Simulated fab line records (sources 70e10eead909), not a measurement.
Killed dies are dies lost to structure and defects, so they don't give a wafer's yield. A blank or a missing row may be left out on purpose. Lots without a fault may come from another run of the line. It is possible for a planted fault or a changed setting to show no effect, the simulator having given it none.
Which tool did it? -- flow nand harc -- 15 lots with 42 wafers sampled at 5 steps, on a route of 1159 steps

== WHAT THE GAUGES SHOWED, per wafer ==
NHARC_A_ONON_D1_THK_MEAS_08: measures by ellipsometry. Usual: thk nm 998 nm, standard deviation 11.
lot,measured,on,thk nm (nm),flag
L438,day 8 00:11,film metro-02,1012 1013 1013,
L440,day 8 05:59,film metro-01,996 996 997,
L443,day 8 12:25,film metro-01,988 988 988,
L442,day 8 12:25,film metro-02,990 991,
L445,day 9 10:28,film metro-01,998 996,
L447,day 9 20:40,film metro-01,981 982,
L453,day 10 19:47,film metro-01,992 993 990,
L451,day 10 20:10,film metro-02,999 1000 998,
L452,day 11 07:55,film metro-01,997 999 998,
L455,day 11 19:04,film metro-01,1020 1022 1020,
L456,day 12 03:49,film metro-01,979 979 980,
L457,day 12 03:50,film metro-01,990 990 988,
L458,day 12 03:53,film metro-02,1026 1027 1025,
L459,day 12 20:44,film metro-02,991 993 991,
L461,day 13 07:47,film metro-02,991 988 990,

NHARC_A_ONON_D1_THK_MEAS_30: measures by ellipsometry. Usual: thk nm 1000 nm, standard deviation 9.3.
lot,measured,on,thk nm (nm),flag
L438,day 8 11:43,film metro-01,988 989 989,
L440,day 8 19:10,film metro-01,1010 1009 1011,
L443,day 8 22:56,film metro-02,992 992 992,
L442,day 8 23:00,film metro-01,1007 1322,OFF
L445,day 9 21:59,film metro-01,1315 1313,OFF
L447,day 10 08:04,film metro-02,1015 1325,OFF
L453,day 11 07:13,film metro-01,1011 1013 1012,
L451,day 11 07:34,film metro-02,998 999 999,
L452,day 11 20:52,film metro-02,1023 1021 1024,
L455,day 12 09:16,film metro-02,1008 1011 1010,
L456,day 12 16:54,film metro-01,989 990 989,
L457,day 12 16:55,film metro-02,992 990 991,
L458,day 12 16:56,film metro-01,1002 1002 1001,
L459,day 13 07:21,film metro-02,992 995 996,
L461,day 13 19:11,film metro-02,999 1000 999,

NHARC_A_ONON_D1_INSPECT_32. Usual: raw defect count 74, standard deviation 33.
lot,measured,on,raw defect count,flag
L438,day 8 12:16,defect inspect-02,86 49 71,
L440,day 8 19:42,defect inspect-02,119 51 73,
L443,day 8 23:32,defect inspect-01,64 71 50,
L442,day 8 23:35,defect inspect-02,82 38,
L445,day 9 22:31,defect inspect-02,55 69,
L447,day 10 08:38,defect inspect-01,39 50,
L453,day 11 08:26,defect inspect-02,50 57 51,
L451,day 11 08:48,defect inspect-02,69 82 61,
L452,day 11 21:34,defect inspect-02,86 67 50,
L455,day 12 09:48,defect inspect-01,216 154 180,OFF
L456,day 12 17:28,defect inspect-02,64 90 74,
L457,day 12 17:27,defect inspect-01,85 52 83,
L458,day 12 17:29,defect inspect-01,57 55 101,
L459,day 13 08:01,defect inspect-01,92 66 31,
L461,day 13 19:43,defect inspect-01,120 88 65,

NHARC_A_CHANNEL_HOLE_D1_OVL_MEAS_11. Usual: overlay x nm 0.0 nm, standard deviation 0.83; overlay y nm 0.3 nm, standard deviation 0.81.
lot,measured,on,overlay x nm (nm),overlay y nm (nm),flag
L438,day 8 16:14,overlay-02,-1.2 -1.2 -1.1,-0.9 -1.2 -0.9,
L440,day 9 00:02,overlay-02,-0.1 0.2 0.4,1.4 1.0 1.6,
L443,day 9 02:31,overlay-02,0.3 0.4 0.2,-0.8 -0.8 -0.9,
L442,day 9 03:58,overlay-01,0.4,-0.4,
L447,day 10 11:17,overlay-02,0.3,0.3,
L453,day 11 11:42,overlay-01,0.6 0.9 0.2,0.3 -0.1 0.3,
L451,day 11 13:23,overlay-01,-0.6 -0.5 -0.6,-0.3 0.1 0.0,
L452,day 12 00:25,overlay-01,0.4 -0.1 0.0,-0.8 -1.1 -0.3,
L455,day 12 12:28,overlay-01,0.7 0.7 0.1,-0.1 0.5 0.4,
L456,day 12 20:38,overlay-01,-0.8 -1.0 -0.8,0.6 0.2 1.0,
L457,day 12 20:29,overlay-02,-0.2 0.4 -0.8,1.5 1.1 0.8,
L458,day 12 20:47,overlay-02,1.1 1.5 1.4,2.0 2.3 1.6,
L459,day 13 11:15,overlay-02,0.9 0.5 0.9,0.9 1.3 1.0,
L461,day 14 00:10,overlay-02,-1.0 -0.8 -0.3,0.0 -0.2 0.2,

== TOOL THAT RAN EACH LOT (tool first, then ch and the chambers of the sampled wafers, then the start) ==
lot,NHARC_A_ONON_D1_DEP_28
L438,"pecvd onon-03 ch 0, day 8 11:13"
L440,"pecvd onon-01 ch 0, day 8 18:39"
L443,"pecvd onon-01 ch 0, day 8 22:25"
L442,"pecvd onon-03 ch 0, day 8 22:29"
L445,"pecvd onon-03 ch 0, day 9 21:40"
L447,"pecvd onon-03 ch 0, day 10 07:34"
L453,"pecvd onon-01 ch 0, day 11 06:50"
L451,"pecvd onon-01 ch 0, day 11 07:14"
L452,"pecvd onon-01 ch 0, day 11 20:22"
L455,"pecvd onon-01 ch 0, day 12 08:49"
L456,"pecvd onon-04 ch 0, day 12 16:27"
L457,"pecvd onon-03 ch 0, day 12 16:28"
L458,"pecvd onon-01 ch 0, day 12 16:28"
L459,"pecvd onon-03 ch 0, day 13 06:50"
L461,"pecvd onon-04 ch 0, day 13 18:40"
- NHARC_A_ONON_D1_DEP_28: target thk 1000 nm.

== AS READ BY THE TOOLS THEMSELVES (means over the sampled wafers that have a number; for cases with no such wafer, the mark the record gives instead) ==
NHARC_A_ONON_D1_DEP_28. Usual: sih4 flow sccm 209.9 sccm, standard deviation 0.69.
lot,tool,sih4 flow sccm (sccm),flag
L438,pecvd onon-03,209.1,
L440,pecvd onon-01,209.9,
L443,pecvd onon-01,211.1,
L442,pecvd onon-03,209.9,
L445,pecvd onon-03,209.9,
L447,pecvd onon-03,209.8,
L453,pecvd onon-01,210.0,
L451,pecvd onon-01,209.7,
L452,pecvd onon-01,209.9,
L455,pecvd onon-01,209.6,
L456,pecvd onon-04,210.4,
L457,pecvd onon-03,210.4,
L458,pecvd onon-01,209.6,
L459,pecvd onon-03,209.5,
L461,pecvd onon-04,209.8,

== THE ANSWER, worked out from the rows above alone ==
Rule: a lot counts as off when the mean over its wafers that have a number is more than 3 standard deviations away from the usual mean. Also off: a lot with no number at a reading for which 4 or more lots have one. Where the step has rows for the other lots, those lots are counted as sound. After the gauges, taken in route order, come the tools' own readings; for these a lot's mean is taken, as printed above. At the first step where some lot is off, the reading lying furthest off is the one used; lots without a number count as furthest.
Off, at NHARC_A_ONON_D1_THK_MEAS_30 on thk nm: L442, L445, L447.
A tool fits if, at a process step before that reading, it ran every lot that is off, and no sound lot after the first of them. Those tools and the gauges at NHARC_A_ONON_D1_THK_MEAS_30 are tried in the same way. None of those tried fits.

== WHAT HAD BEEN PUT IN BY THE SIMULATOR ==
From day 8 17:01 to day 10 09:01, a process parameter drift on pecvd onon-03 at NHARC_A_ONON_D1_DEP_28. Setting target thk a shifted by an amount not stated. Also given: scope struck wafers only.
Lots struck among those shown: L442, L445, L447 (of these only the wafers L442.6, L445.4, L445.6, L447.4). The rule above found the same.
